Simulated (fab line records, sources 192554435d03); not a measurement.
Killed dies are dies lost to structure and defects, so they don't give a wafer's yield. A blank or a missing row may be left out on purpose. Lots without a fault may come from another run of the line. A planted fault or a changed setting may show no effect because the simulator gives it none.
Which tool did it? | flow n5_finfet | 9 lots, 26 wafers sampled, at 2 steps of a route of 1938

WHAT THE GAUGES READ, wafer by wafer
N5_MOL_CONTACT_COAG_CD_MEAS_101: target cd 16 nm.
lot  | measured     | on        | cd_nm (nm)
L293 | day 5 07:01  | cd_sem-01 | 16.82 16.13 16.10
L295 | day 5 15:12  | cd_sem-01 | 15.98 15.96 15.92
L297 | day 6 13:36  | cd_sem-01 | 15.74 15.49 15.89
L300 | day 7 03:57  | cd_sem-03 | 16.38 15.96 16.05
L308 | day 9 04:02  | cd_sem-01 | 15.66 16.20
L309 | day 9 10:31  | cd_sem-03 | 15.65 16.07 15.93
L310 | day 9 19:02  | cd_sem-03 | 15.93 15.73 16.34
L314 | day 10 15:32 | cd_sem-02 | 16.46 16.12 15.77
L315 | day 10 21:30 | cd_sem-03 | 15.82 15.43 15.73

WHICH TOOL RAN EACH LOT (tool, then ch and the chambers of the sampled wafers, then the start)
lot  | N5_MOL_CONTACT_COAG_ETCHBACK_134
L293 | rie_diel-03 ch 0,1,3, day 5 06:30
L295 | rie_diel-03 ch 1,2, day 5 14:39
L297 | rie_diel-05 ch 1,2,3, day 6 13:04
L300 | rie_diel-03 ch 0,3, day 7 03:27
L308 | rie_diel-03 ch 0,2, day 9 03:32
L309 | rie_diel-06 ch 0,1,3, day 9 10:00
L310 | rie_diel-05 ch 0,2, day 9 18:31
L314 | rie_diel-03 ch 0,2,3, day 10 15:02
L315 | rie_diel-06 ch 0,2,3, day 10 20:59
- N5_MOL_CONTACT_COAG_ETCHBACK_134: etches SiO2 in CHF3, target depth 10 nm, time 6.7 s.

THE ANSWER, worked out from the rows above alone
Rule: what is usual is taken from the lots themselves. Put in order of their means at a reading, lots are off if they are a third of the lots or fewer, leave a main group of 4 or more, and stand apart from it by a gap of 3 or more times the standard deviation of the main group's means; of several such gaps the widest counts. A main group whose means are all the same, to the digits that the tables above print for the reading, isn't used. A lot without any number at a reading at which 4 lots or more have one is off too. The other lots that the step has rows for count as sound.
No lot is off at any reading shown: from this, nothing can be told.

WHAT THE SIMULATOR HAD PUT IN
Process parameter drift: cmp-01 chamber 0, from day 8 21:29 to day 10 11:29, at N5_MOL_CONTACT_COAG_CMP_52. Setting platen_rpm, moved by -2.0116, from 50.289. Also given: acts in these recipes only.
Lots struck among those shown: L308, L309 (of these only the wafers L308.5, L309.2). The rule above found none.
